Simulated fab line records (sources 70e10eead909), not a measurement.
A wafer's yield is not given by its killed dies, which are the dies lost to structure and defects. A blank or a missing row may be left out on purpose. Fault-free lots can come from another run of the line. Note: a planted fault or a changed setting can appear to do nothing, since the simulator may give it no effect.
fab line records + flow nand_harc
record
- lots=7
- wafers=21
- last_day=24
route steps=1159 shown P_GATE@134 END@1159
lots that met no fault: from a run of the same line without faults
start_h: the number of hours between the record's first day and the start of the first shown wafer of the lot + wait_h: time in hours since the lot's previous step + " identical to the entry in the row above + L1.1+2: a single row standing in for several wafers + - no value present, or no start provided + * or withheld: withheld + < > ~ a bound
route shown NAME@n: NAME is a module with steps in the file, n the number in the route of the first one + usual: average and standard deviation across the fault-free wafers + same: alike in all rows + chamber/n: place in a boat + sites: each site's reading + _std_site: standard deviation across them + _edge_site: the outer-site mean with the inner-site mean subtracted + radius_mm: for every site, how far away it sits from the centre of the wafer + mask NAME#n: copy n + behind: the tool/chamber that last shaped the wafer + hold: why the lot went on hold/how many hours it stayed there/how the hold came to an end + device: which transistor (n, p or np) failed to switch + end of line: the tests these same wafers got at the end of their route + a step without rows: its recipe alone + killed: count of dies lost to structure and defects at first sort (not the wafer's yield) + map: a wafer's dies, marking killed ones x, the rest . and places with no die _
set.NAME: the setting that was run; set.NAME@STEP: the one run at that earlier step + model.NAME: the simulator's own value behind a step, which no gauge read
lots at some steps of the route; a table a step, a row a wafer
services: a tool's chamber out of use, with start hour (start_h, from the record's first day; less than 0 if before it), hours out, and reason
## steps
# step NHARC_P_GATE_HMDS_19
# recipe
- time_s=30
# step NHARC_P_GATE_COAT_20
# recipe
- spin_rpm=1500
- resist_thk_nm=90
# step NHARC_P_GATE_SOFTBAKE_21
# recipe
- temp_c=105
- time_s=55
# step NHARC_P_GATE_EBR_22
# step NHARC_P_GATE_EXPOSE_23
# recipe
- na=1.35
- target_cd_nm=120
- dose_mj=93.91
- mask_id=P_GATE
# step NHARC_P_GATE_PEB_24
# recipe
- peb_temp_c=100
- peb_time_s=65
# step NHARC_P_GATE_DEVELOP_25
# recipe
- develop_time_s=35
- dev_temp_c=23
# step NHARC_P_GATE_CD_MEAS_26
# recipe
- target_cd_nm=120
- landing_energy_ev=500
# usual
- cd_nm=120.2/0.51
| lot.wafer | tool      | chamber | start_h | wait_h | cd_nm |
|-----------|-----------|---------|---------|--------|-------|
| L193.2    | cd_sem-03 | 0       | 128.76  | -      | 119.6 |
| L193.3    | "         | 0       | "       | "      | 119.9 |
| L193.4    | "         | 0       | "       | "      | 119.8 |
| L196.1    | cd_sem-01 | 0       | 139.76  | -      | 119.7 |
| L196.5    | "         | 0       | "       | "      | 119.7 |
| L196.6    | "         | 0       | "       | "      | 120.4 |
| L195.1    | cd_sem-01 | 0       | 139.92  | -      | 120.8 |
| L195.2    | "         | 0       | "       | "      | 120.9 |
| L195.5    | "         | 0       | "       | "      | 120.6 |
| L198.2    | cd_sem-01 | 0       | 156.91  | -      | 120.1 |
| L198.4    | "         | 0       | "       | "      | 120.8 |
| L198.6    | "         | 0       | "       | "      | 120.2 |
| L207.2    | cd_sem-01 | 0       | 201.95  | -      | 119.6 |
| L207.4    | "         | 0       | "       | "      | 120.2 |
| L207.6    | "         | 0       | "       | "      | 120.8 |
| L205.3    | cd_sem-02 | 0       | 202.12  | -      | 119.7 |
| L205.4    | "         | 0       | "       | "      | 120.4 |
| L205.5    | "         | 0       | "       | "      | 120.6 |
| L209.2    | cd_sem-03 | 0       | 217.93  | -      | 120.1 |
| L209.5    | "         | 0       | "       | "      | 120.0 |
| L209.6    | "         | 0       | "       | "      | 120.2 |
# step NHARC_P_GATE_OVL_MEAS_27
# usual
- overlay_x_nm=0.0/0.92
- overlay_y_nm=-0.1/0.88
| lot.wafer | tool       | chamber | start_h | wait_h | overlay_x_nm | overlay_y_nm |
|-----------|------------|---------|---------|--------|--------------|--------------|
| L193.2    | overlay-02 | -       | 128.86  | -      | -0.4         | 0.7          |
| L193.3    | "          | -       | "       | "      | 0.4          | 1.0          |
| L193.4    | "          | -       | "       | "      | 0.3          | 0.6          |
| L196.1    | overlay-02 | -       | 139.85  | -      | -1.4         | 0.6          |
| L196.5    | "          | -       | "       | "      | -0.8         | 0.2          |
| L196.6    | "          | -       | "       | "      | -1.2         | 0.1          |
| L195.1    | overlay-01 | -       | 140.01  | -      | -1.0         | 0.3          |
| L195.2    | "          | -       | "       | "      | -0.7         | 0.0          |
| L195.5    | "          | -       | "       | "      | -0.6         | -0.4         |
| L198.2    | overlay-01 | -       | 156.99  | -      | 0.1          | -0.3         |
| L198.4    | "          | -       | "       | "      | 0.4          | -0.2         |
| L198.6    | "          | -       | "       | "      | -0.1         | -0.3         |
| L207.2    | overlay-01 | -       | 202.04  | -      | 0.8          | 0.3          |
| L207.4    | "          | -       | "       | "      | 1.1          | 0.3          |
| L207.6    | "          | -       | "       | "      | 0.5          | -0.3         |
| L205.3    | overlay-02 | -       | 202.21  | -      | -0.4         | -1.3         |
| L205.4    | "          | -       | "       | "      | -0.5         | -1.4         |
| L205.5    | "          | -       | "       | "      | -0.5         | -1.6         |
| L209.2    | overlay-01 | -       | 218.01  | -      | -0.3         | -0.6         |
| L209.5    | "          | -       | "       | "      | 0.0          | -0.4         |
| L209.6    | "          | -       | "       | "      | -0.8         | -1.3         |
# step NHARC_P_GATE_INSPECT_28
# usual
- raw_defect_count=6.1/3
| lot.wafer | tool              | chamber | start_h | wait_h | raw_defect_count |
|-----------|-------------------|---------|---------|--------|------------------|
| L193.2    | defect_inspect-02 | -       | 128.89  | 0.0    | 5                |
| L193.3    | "                 | -       | "       | "      | 6                |
| L193.4    | "                 | -       | "       | "      | 8                |
| L196.1    | defect_inspect-02 | -       | 139.89  | 0.0    | 5                |
| L196.5    | "                 | -       | "       | "      | 4                |
| L196.6    | "                 | -       | "       | "      | 6                |
| L195.1    | defect_inspect-02 | -       | 140.04  | 0.0    | 7                |
| L195.2    | "                 | -       | "       | "      | 8                |
| L195.5    | "                 | -       | "       | "      | 2                |
| L198.2    | defect_inspect-02 | -       | 157.03  | 0.0    | 4                |
| L198.4    | "                 | -       | "       | "      | 4                |
| L198.6    | "                 | -       | "       | "      | 2                |
| L207.2    | defect_inspect-02 | -       | 202.07  | 0.0    | 3                |
| L207.4    | "                 | -       | "       | "      | 7                |
| L207.6    | "                 | -       | "       | "      | 4                |
| L205.3    | defect_inspect-01 | -       | 202.25  | 0.0    | 7                |
| L205.4    | "                 | -       | "       | "      | 7                |
| L205.5    | "                 | -       | "       | "      | 2                |
| L209.2    | defect_inspect-02 | -       | 218.05  | 0.0    | 8                |
| L209.5    | "                 | -       | "       | "      | 4                |
| L209.6    | "                 | -       | "       | "      | 9                |
# step NHARC_P_GATE_DESCUM_31
# recipe
- time_s=3
- o2_flow_sccm=200
- ar_flow_sccm=0
- bias_power_w=0
- chemistry=O2
# usual
- drypump_motor_current_A=5.6/0.52
- oes_product_au=1.000/0.0085
- rf_vpp_V=57.8/0.84
- showerhead_plenum_p_Torr=1.94/0.096
- throttle_valve_pct=11.312/0.0099
| lot.wafer | tool        | chamber | start_h | wait_h | drypump_motor_current_A | oes_product_au | rf_hours_counter_h | rf_vpp_V | showerhead_plenum_p_Torr | throttle_valve_pct |
|-----------|-------------|---------|---------|--------|-------------------------|----------------|--------------------|----------|--------------------------|--------------------|
| L193.3    | rie_diel-12 | 3       | 128.96  | 0.1    | 6.0                     | 0.990          | 33                 | 59.5     | 2.01                     | 11.311             |
| L193.2    | "           | 0       | "       | "      | 5.7                     | 0.992          | 32                 | 58.5     | 1.93                     | 11.298             |
| L193.4    | "           | 1       | "       | "      | 5.0                     | 1.003          | 33                 | 57.5     | 1.83                     | 11.303             |
| L196.1    | rie_diel-11 | 1       | 139.95  | 0.1    | 6.4                     | 1.013          | 41                 | 57.4     | 1.83                     | 11.314             |
| L196.6    | "           | 1       | "       | "      | 6.4                     | 1.008          | -                  | 57.6     | 1.83                     | 11.298             |
| L196.5    | "           | 2       | "       | "      | 4.8                     | 1.010          | -                  | 58.4     | 2.03                     | 11.312             |
| L195.1    | rie_diel-02 | 2       | 140.10  | 0.1    | 5.5                     | 1.005          | 28                 | 57.2     | 1.80                     | 11.316             |
| L195.2    | "           | 0       | "       | "      | 6.3                     | 1.004          | 28                 | 58.9     | 2.04                     | 11.316             |
| L195.5    | "           | 3       | "       | "      | 5.8                     | 0.991          | -                  | 56.6     | 2.01                     | 11.322             |
| L198.4    | rie_diel-12 | 3       | 157.10  | 0.1    | 6.0                     | 0.985          | 43                 | 58.0     | 2.00                     | 11.305             |
| L198.2    | "           | 0       | "       | "      | 5.7                     | 1.001          | 42                 | 58.9     | 1.92                     | 11.321             |
| L198.6    | "           | 3       | "       | "      | 6.0                     | 0.989          | -                  | 59.0     | 2.00                     | 11.298             |
| L207.2    | rie_diel-02 | 0       | 202.15  | 0.1    | 6.3                     | 0.997          | 11                 | 58.4     | 2.03                     | 11.304             |
| L207.4    | "           | 1       | "       | "      | 4.9                     | 1.002          | 10                 | 57.9     | 1.96                     | 11.311             |
| L207.6    | "           | 2       | "       | "      | 5.5                     | 1.000          | -                  | 56.8     | 1.79                     | 11.327             |
| L205.4    | rie_diel-11 | 1       | 202.31  | 0.1    | 6.3                     | 1.000          | 1                  | 56.9     | 1.83                     | 11.313             |
| L205.3    | "           | 0       | "       | "      | 5.1                     | 1.012          | 1                  | 58.0     | 1.79                     | 11.318             |
| L205.5    | "           | 1       | "       | "      | 6.4                     | 0.998          | -                  | 56.2     | 1.83                     | 11.300             |
| L209.2    | rie_diel-02 | 2       | 218.13  | 0.1    | 5.5                     | 1.013          | 14                 | 58.0     | 1.79                     | 11.312             |
| L209.5    | "           | 0       | "       | "      | 6.3                     | 1.012          | -                  | 58.1     | 2.03                     | 11.303             |
| L209.6    | "           | 1       | "       | "      | 4.9                     | 0.995          | -                  | 58.6     | 1.96                     | 11.305             |
# step NHARC_P_GATE_ETCH_104
# recipe
- target_depth_a=600
- time_s=withheld
- cf4_flow_sccm=100
- chf3_flow_sccm=30
- ar_flow_sccm=0
- rf_w=500
- bias_w=200
- chemistry=CF4/CHF3
# usual
- drypump_motor_current_A=5.6/0.53
- oes_product_au=0.951/0.023
- rf_vpp_V=371.1/2.7
- showerhead_plenum_p_Torr=1.59/0.073
- throttle_valve_pct=16.802/0.0097
| lot.wafer | tool        | chamber | start_h | wait_h | drypump_motor_current_A | oes_product_au | rf_vpp_V | showerhead_plenum_p_Torr | throttle_valve_pct |
|-----------|-------------|---------|---------|--------|-------------------------|----------------|----------|--------------------------|--------------------|
| L193.3    | rie_diel-12 | 0       | 129.04  | 0.1    | 5.7                     | 0.929          | 370.3    | 1.58                     | 16.801             |
| L193.4    | "           | 2       | "       | "      | 5.8                     | 0.923          | 371.0    | 1.59                     | 16.798             |
| L193.2    | "           | 3       | "       | "      | 5.9                     | 0.925          | 372.5    | 1.65                     | 16.808             |
| L196.1    | rie_diel-11 | 1       | 140.04  | 0.1    | 6.4                     | 0.986          | 368.4    | 1.51                     | 16.809             |
| L196.5    | "           | 0       | "       | "      | 5.1                     | 0.991          | 368.7    | 1.48                     | 16.791             |
| L196.6    | "           | 1       | "       | "      | 6.4                     | 0.988          | 368.4    | 1.51                     | 16.801             |
| L195.2    | rie_diel-02 | 2       | 140.19  | 0.1    | 5.5                     | 0.937          | 367.4    | 1.48                     | 16.814             |
| L195.1    | "           | 3       | "       | "      | 5.8                     | 0.927          | 373.8    | 1.65                     | 16.809             |
| L195.5    | "           | 2       | "       | "      | 5.5                     | 0.941          | 366.3    | 1.48                     | 16.794             |
| L198.2    | rie_diel-12 | 0       | 157.67  | 0.6    | 5.8                     | 0.919          | 371.3    | 1.58                     | 16.805             |
| L198.4    | "           | 2       | "       | "      | 5.8                     | 0.915          | 371.2    | 1.58                     | 16.803             |
| L198.6    | "           | 3       | "       | "      | 6.0                     | 0.920          | 372.4    | 1.64                     | 16.794             |
| L207.4    | rie_diel-02 | 0       | 202.22  | 0.1    | 6.3                     | 0.979          | 373.5    | 1.67                     | 16.803             |
| L207.2    | "           | 2       | "       | "      | 5.5                     | 0.958          | 368.2    | 1.48                     | 16.805             |
| L207.6    | "           | 0       | "       | "      | 6.3                     | 0.968          | 375.5    | 1.67                     | 16.801             |
| L205.4    | rie_diel-11 | 0       | 202.76  | 0.4    | 5.0                     | 0.953          | 368.9    | 1.48                     | 16.797             |
| L205.3    | "           | 1       | "       | "      | 6.3                     | 0.945          | 367.6    | 1.51                     | 16.804             |
| L205.5    | "           | 0       | "       | "      | 5.0                     | 0.952          | 366.7    | 1.48                     | 16.806             |
| L209.2    | rie_diel-02 | 3       | 218.21  | 0.1    | 5.8                     | 0.920          | 372.9    | 1.64                     | 16.803             |
| L209.6    | "           | 0       | "       | "      | 6.3                     | 0.914          | 374.1    | 1.67                     | 16.799             |
| L209.5    | "           | 1       | "       | "      | 4.9                     | 0.925          | 370.7    | 1.61                     | 16.790             |
# step NHARC_P_GATE_HM_OPEN_105
# recipe
- target_depth_a=3600
- o2_flow_sccm=400
- cos_flow_sccm=20
- ar_flow_sccm=0
- rf_w=500
- bias_w=300
- chemistry=O2/COS
# usual
- bias_w=300.0/0.84
- chamber_pressure_mTorr=20.002/0.019
- drypump_motor_current_A=5.6/0.5
- oes_product_au=1.001/0.0078
- rf_vpp_V=468/3.2
- showerhead_plenum_p_Torr=3.16/0.15
- throttle_valve_pct=28.331/0.0093
| lot.wafer | tool        | chamber | start_h | wait_h | bias_w | chamber_pressure_mTorr | drypump_motor_current_A | oes_product_au | rf_hours_counter_h | rf_vpp_V | showerhead_plenum_p_Torr | throttle_valve_pct |
|-----------|-------------|---------|---------|--------|--------|------------------------|-------------------------|----------------|--------------------|----------|--------------------------|--------------------|
| L193.3    | rie_diel-12 | 2       | 129     | -      | 298.7  | 20.000                 | 5.8                     | 1.001          | 34                 | 467      | 3.15                     | 28.313             |
| L193.4    | "           | 3       | "       | "      | 300.1  | 20.012                 | 6.0                     | 0.985          | 33                 | 471      | 3.26                     | 28.335             |
| L193.2    | "           | 1       | "       | "      | 301.4  | 19.955                 | 5.0                     | 0.994          | 33                 | 463      | 3.00                     | 28.333             |
| L196.1    | rie_diel-11 | 1       | 140     | -      | -      | -                      | -                       | -              | -                  | -        | -                        | -                  |
| L196.5    | "           | 3       | "       | "      | -      | -                      | -                       | -              | -                  | -        | -                        | -                  |
| L196.6    | "           | 0       | "       | "      | -      | -                      | -                       | -              | -                  | -        | -                        | -                  |
| L195.2    | rie_diel-02 | 2       | 140     | -      | -      | -                      | -                       | -              | -                  | -        | -                        | -                  |
| L195.1    | "           | 0       | "       | "      | -      | -                      | -                       | -              | -                  | -        | -                        | -                  |
| L195.5    | "           | 2       | "       | "      | -      | -                      | -                       | -              | -                  | -        | -                        | -                  |
| L198.4    | rie_diel-12 | 1       | 157     | -      | -      | -                      | -                       | -              | -                  | -        | -                        | -                  |
| L198.2    | "           | 2       | "       | "      | -      | -                      | -                       | -              | -                  | -        | -                        | -                  |
| L198.6    | "           | 0       | "       | "      | -      | -                      | -                       | -              | -                  | -        | -                        | -                  |
| L207.4    | rie_diel-02 | 1       | 202     | -      | 300.0  | 19.964                 | 4.9                     | 1.001          | 10                 | 467      | 3.20                     | 28.328             |
| L207.2    | "           | 3       | "       | "      | 299.2  | 19.982                 | 5.8                     | 0.996          | 10                 | 470      | 3.26                     | 28.329             |
| L207.6    | "           | 0       | "       | "      | 301.1  | 19.996                 | 6.3                     | 1.014          | -                  | 472      | 3.31                     | 28.328             |
| L205.3    | rie_diel-11 | 2       | 202     | -      | 300.0  | 19.981                 | 4.8                     | 1.008          | 2                  | 471      | 3.29                     | 28.341             |
| L205.4    | "           | 1       | "       | "      | 300.5  | 20.014                 | 6.4                     | 1.005          | 2                  | 464      | 2.99                     | 28.332             |
| L205.5    | "           | 3       | "       | "      | 300.8  | 19.984                 | 5.9                     | 1.011          | -                  | 473      | 3.34                     | 28.336             |
| L209.2    | rie_diel-02 | 2       | 218     | -      | 300.0  | 19.972                 | 5.5                     | 0.999          | 14                 | 463      | 2.94                     | 28.317             |
| L209.5    | "           | 2       | "       | "      | 300.0  | 19.994                 | 5.5                     | 1.008          | -                  | 463      | 2.94                     | 28.325             |
| L209.6    | "           | 3       | "       | "      | 299.6  | 19.988                 | 5.8                     | 0.993          | -                  | 471      | 3.26                     | 28.312             |
# step NHARC_P_GATE_STRIP_106
# recipe
- o2_flow_sccm=400
- cos_flow_sccm=20
- ar_flow_sccm=0
- bias_w=0
- chemistry=O2/COS
# step NHARC_END_SORT_01
# recipe
- temp_c=25
# usual
- killed_at_array=29/11
- killed_at_other=0.6/0.92
- killed_at_periphery=3.2/2
- killed_dies=33/11
- killed_open=3.2/2
- killed_short=1.9/1.5
# same
- gross_dies=677
| lot.wafer | tool      | chamber | start_h | wait_h | killed_at_array | killed_at_other | killed_at_periphery | killed_dies | killed_open | killed_short |
|-----------|-----------|---------|---------|--------|-----------------|-----------------|---------------------|-------------|-------------|--------------|
| L195.1    | prober-01 | 0       | 492.86  | 2.5    | 36              | 0               | 641                 | 677         | 3           | 0            |
| L195.2    | prober-01 | 0       | 493.67  | 2.8    | 37              | 0               | 640                 | 677         | 1           | 1            |
| L195.5    | prober-01 | 0       | 496.10  | 3.7    | 38              | 0               | 639                 | 677         | 4           | 0            |
| L196.1    | prober-02 | 0       | 492.90  | 2.5    | 11              | 0               | 666                 | 677         | 2           | 3            |
| L196.5    | prober-02 | 0       | 496.12  | 3.7    | 20              | 0               | 657                 | 677         | 3           | 2            |
| L196.6    | prober-02 | 0       | 496.92  | 4.0    | 14              | 0               | 663                 | 677         | 3           | 0            |
| L198.2    | prober-01 | 0       | 501.50  | 2.8    | 19              | 1               | 657                 | 677         | 3           | 2            |
| L198.4    | prober-01 | 0       | 503.10  | 3.4    | 31              | 1               | 645                 | 677         | 4           | 1            |
| L198.6    | prober-01 | 0       | 504.69  | 4.0    | 28              | 2               | 647                 | 677         | 3           | 1            |
| L207.2    | prober-01 | 0       | 563.54  | 2.8    | 32              | 1               | 6                   | 39          | 4           | 2            |
| L207.4    | prober-01 | 0       | 565.16  | 3.4    | 29              | 3               | 1                   | 33          | 0           | 3            |
| L207.6    | prober-01 | 0       | 566.79  | 4.1    | 27              | 0               | 4                   | 31          | 1           | 2            |
# killed by level:class
L195.1 P_GATE:area_open=635 A_CHANNEL_HOLE_D1:chamber_film_flake=18 A_SLIT:chamber_film_flake=11 A_CONTACT:chamber_film_flake=5 P_STI:geometric_particle:open=1 P_GATE:geometric_particle:open=1 P_M2:geometric_particle:open=1 P_STI:chamber_film_flake=1
L196.1 P_GATE:area_open=666 A_ZERO_WELL:chamber_film_flake=3 A_ONON_D1:geometric_particle:short=2 A_CHANNEL_HOLE_D1:chamber_film_flake=2 A_WL_FILL:geometric_particle:open=1 A_BLC:geometric_particle:short=1 A_BLC:geometric_particle:open=1 A_CONTACT:chamber_film_flake=1
L195.2 P_GATE:area_open=639 A_CHANNEL_HOLE_D1:chamber_film_flake=17 A_SLIT:chamber_film_flake=14 A_CHANNEL_FILL_D1:chamber_film_flake=2 A_STAIRCASE:chamber_film_flake=2 P_STI:geometric_particle:open=1 A_ONON_D1:geometric_particle:short=1 A_CONTACT:chamber_film_flake=1
L195.5 P_GATE:area_open=636 A_CHANNEL_HOLE_D1:chamber_film_flake=19 A_SLIT:chamber_film_flake=13 P_STI:chamber_film_flake=2 A_CONTACT:chamber_film_flake=2 A_ONON_D1:geometric_particle:open=1 A_WL_FILL:geometric_particle:open=1 A_CONTACT:geometric_particle:open=1
L196.5 P_GATE:area_open=654 A_CHANNEL_HOLE_D1:chamber_film_flake=8 A_CONTACT:chamber_film_flake=5 P_ZERO_WELL:chamber_film_flake=2 A_ZERO_WELL:chamber_film_flake=2 A_ONON_D1:geometric_particle:open=1 A_CHANNEL_HOLE_D1:geometric_particle:short=1 A_CHANNEL_FILL_D1:geometric_particle:short=1
L196.6 P_GATE:area_open=660 A_ZERO_WELL:chamber_film_flake=5 A_CHANNEL_HOLE_D1:chamber_film_flake=4 P_BONDPAD:chamber_film_flake=2 A_STAIRCASE:chamber_film_flake=2 A_CHANNEL_HOLE_D1:geometric_particle:open=1 A_CONTACT:geometric_particle:open=1 A_M0:geometric_particle:open=1
L198.2 P_GATE:area_open=654 A_SLIT:chamber_film_flake=9 A_WL_FILL:chamber_film_flake=3 A_CHANNEL_HOLE_D1:chamber_film_flake=2 P_M1:geometric_particle:short=1 A_ONON_D1:geometric_particle:open=1 A_CHANNEL_FILL_D1:geometric_particle:short=1 A_CONTACT:geometric_particle:open=1
L198.4 P_GATE:area_open=643 A_SLIT:chamber_film_flake=16 A_CHANNEL_HOLE_D1:chamber_film_flake=5 A_STAIRCASE:chamber_film_flake=3 A_CONTACT:chamber_film_flake=3 P_CONTACT:geometric_particle:open=1 P_M0:geometric_particle:open=1 A_SOURCE_PLATE:geometric_particle:open=1
L198.6 P_GATE:area_open=647 A_SLIT:chamber_film_flake=9 A_CHANNEL_HOLE_D1:chamber_film_flake=4 A_CONTACT:chamber_film_flake=4 A_STAIRCASE:chamber_film_flake=3 A_WL_FILL:chamber_film_flake=3 A_CONTACT:geometric_particle:open=2 THIN_TSV:chamber_film_flake=2
L207.2 A_CHANNEL_HOLE_D1:chamber_film_flake=20 A_STAIRCASE:chamber_film_flake=4 A_CONTACT:chamber_film_flake=4 P_M1:chamber_film_flake=3 A_CONTACT:geometric_particle:open=2 P_GATE:geometric_particle:short=1 P_GATE:geometric_particle:open=1 A_CHANNEL_FILL_D1:geometric_particle:short=1
L207.4 A_CHANNEL_HOLE_D1:chamber_film_flake=22 A_CONTACT:chamber_film_flake=3 THIN_TSV:chamber_film_flake=2 A_ONON_D1:geometric_particle:short=1 A_CHANNEL_FILL_D1:geometric_particle:short=1 A_CONTACT:geometric_particle:short=1 P_STI:chamber_film_flake=1 A_STAIRCASE:chamber_film_flake=1
L207.6 A_CHANNEL_HOLE_D1:chamber_film_flake=20 A_CONTACT:chamber_film_flake=3 P_M1:chamber_film_flake=2 A_STAIRCASE:chamber_film_flake=2 P_CONTACT:geometric_particle:open=1 A_ONON_D1:geometric_particle:short=1 A_CHANNEL_FILL_D1:geometric_particle:short=1 P_STI:chamber_film_flake=1
# map L195.1 (x killed, . not)
____________x____________
_________xxxxxxx_________
_______xxxxxxxxxxx_______
______xxxxxxxxxxxxx______
_____xxxxxxxxxxxxxxx_____
____xxxxxxxxxxxxxxxxx____
____xxxxxxxxxxxxxxxxx____
___xxxxxxxxxxxxxxxxxxx___
___xxxxxxxxxxxxxxxxxxx___
__xxxxxxxxxxxxxxxxxxxxx__
__xxxxxxxxxxxxxxxxxxxxx__
_xxxxxxxxxxxxxxxxxxxxxxx_
_xxxxxxxxxxxxxxxxxxxxxxx_
_xxxxxxxxxxxxxxxxxxxxxxx_
_xxxxxxxxxxxxxxxxxxxxxxx_
_xxxxxxxxxxxxxxxxxxxxxxx_
xxxxxxxxxxxxxxxxxxxxxxxxx
xxxxxxxxxxxxxxxxxxxxxxxxx
xxxxxxxxxxxxxxxxxxxxxxxxx
xxxxxxxxxxxxxxxxxxxxxxxxx
xxxxxxxxxxxxxxxxxxxxxxxxx
_xxxxxxxxxxxxxxxxxxxxxxx_
_xxxxxxxxxxxxxxxxxxxxxxx_
_xxxxxxxxxxxxxxxxxxxxxxx_
_xxxxxxxxxxxxxxxxxxxxxxx_
_xxxxxxxxxxxxxxxxxxxxxxx_
__xxxxxxxxxxxxxxxxxxxxx__
__xxxxxxxxxxxxxxxxxxxxx__
___xxxxxxxxxxxxxxxxxxx___
___xxxxxxxxxxxxxxxxxxx___
____xxxxxxxxxxxxxxxxx____
____xxxxxxxxxxxxxxxxx____
_____xxxxxxxxxxxxxxx_____
______xxxxxxxxxxxxx______
_______xxxxxxxxxxx_______
_________xxxxxxx_________
____________x____________
# map L196.1 (x killed, . not)
____________x____________
_________xxxxxxx_________
_______xxxxxxxxxxx_______
______xxxxxxxxxxxxx______
_____xxxxxxxxxxxxxxx_____
____xxxxxxxxxxxxxxxxx____
____xxxxxxxxxxxxxxxxx____
___xxxxxxxxxxxxxxxxxxx___
___xxxxxxxxxxxxxxxxxxx___
__xxxxxxxxxxxxxxxxxxxxx__
__xxxxxxxxxxxxxxxxxxxxx__
_xxxxxxxxxxxxxxxxxxxxxxx_
_xxxxxxxxxxxxxxxxxxxxxxx_
_xxxxxxxxxxxxxxxxxxxxxxx_
_xxxxxxxxxxxxxxxxxxxxxxx_
_xxxxxxxxxxxxxxxxxxxxxxx_
xxxxxxxxxxxxxxxxxxxxxxxxx
xxxxxxxxxxxxxxxxxxxxxxxxx
xxxxxxxxxxxxxxxxxxxxxxxxx
xxxxxxxxxxxxxxxxxxxxxxxxx
xxxxxxxxxxxxxxxxxxxxxxxxx
_xxxxxxxxxxxxxxxxxxxxxxx_
_xxxxxxxxxxxxxxxxxxxxxxx_
_xxxxxxxxxxxxxxxxxxxxxxx_
_xxxxxxxxxxxxxxxxxxxxxxx_
_xxxxxxxxxxxxxxxxxxxxxxx_
__xxxxxxxxxxxxxxxxxxxxx__
__xxxxxxxxxxxxxxxxxxxxx__
___xxxxxxxxxxxxxxxxxxx___
___xxxxxxxxxxxxxxxxxxx___
____xxxxxxxxxxxxxxxxx____
____xxxxxxxxxxxxxxxxx____
_____xxxxxxxxxxxxxxx_____
______xxxxxxxxxxxxx______
_______xxxxxxxxxxx_______
_________xxxxxxx_________
____________x____________
## services
| tool        | chamber | start_h | hours | kind       |
|-------------|---------|---------|-------|------------|
| rie_diel-02 | 0       | 105.41  | -     | clean      |
| rie_diel-02 | 1       | 105.41  | -     | clean      |
| rie_diel-02 | 2       | 105.41  | -     | clean      |
| rie_diel-02 | 3       | 105.41  | -     | clean      |
| rie_diel-02 | 0       | 129.91  | -     | clean      |
| rie_diel-02 | 1       | 129.91  | -     | clean      |
| rie_diel-02 | 2       | 129.91  | -     | clean      |
| rie_diel-02 | 3       | 129.91  | -     | clean      |
| rie_diel-02 | -       | 150.70  | 9.0   | pm         |
| rie_diel-02 | 0       | 150.70  | 9.0   | vent_cycle |
| rie_diel-02 | 1       | 150.70  | 9.0   | vent_cycle |
| rie_diel-02 | 2       | 150.70  | 9.0   | vent_cycle |
| rie_diel-02 | 3       | 150.70  | 9.0   | vent_cycle |
| rie_diel-02 | 0       | 159.70  | -     | clean      |
| rie_diel-02 | 1       | 159.70  | -     | clean      |
| rie_diel-02 | 2       | 159.70  | -     | clean      |
| rie_diel-02 | 3       | 159.70  | -     | clean      |
| rie_diel-02 | 0       | 184.20  | -     | clean      |
| rie_diel-02 | 1       | 184.20  | -     | clean      |
| rie_diel-02 | 2       | 184.20  | -     | clean      |
| rie_diel-02 | 3       | 184.20  | -     | clean      |
| rie_diel-11 | -       | 189.82  | 9.0   | pm         |
| rie_diel-12 | -       | 202.53  | 9.0   | pm         |
| rie_diel-11 | 2       | 216.06  | 3.2   | repair     |
## key
first_sign
- step=NHARC_P_GATE_HM_OPEN_105
- reading=tool_record
- direction=missing
effect
- step=NHARC_END_SORT_01
- reading=killed_at_periphery
- direction=up
- sigmas=99+
- usual=3.2
- struck=650.6
more_kills_born_at
- NHARC_P_GATE_HM_OPEN_105@rie_diel-11=1980
- NHARC_P_GATE_HM_OPEN_105@rie_diel-12=1944
- NHARC_P_GATE_HM_OPEN_105@rie_diel-02=1910
met_at NHARC_P_GATE_HM_OPEN_105
struck_wafers L195.1,L195.2,L195.5,L196.1,L196.5,L196.6,L198.2,L198.4,L198.6
later_rows_left_out L195.1,L195.2,L195.5,L196.1,L196.5,L196.6,L198.2,L198.4,L198.6
tester_left_out L195,L196,L198
onset_between 129 140
fault
- kind=skipped_step_whole
- tool=rie_diel-02,rie_diel-11,rie_diel-12
- chamber=-
- onset_h=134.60
- steps=NHARC_P_GATE_HM_OPEN_105
- scope=struck_lots_only
# tester_left_out: of these lots the tester's yield and bins aren't shown, on N5 and GAA mostly nor the transistor test; their killed dies are dies lost to structure and defects alone, not to doping, threshold or leakage, so they don't give the yield
# later_rows_left_out: the simulator's readings of these wafers behind a module that went badly wrong aren't trusted and aren't shown, but for the sort
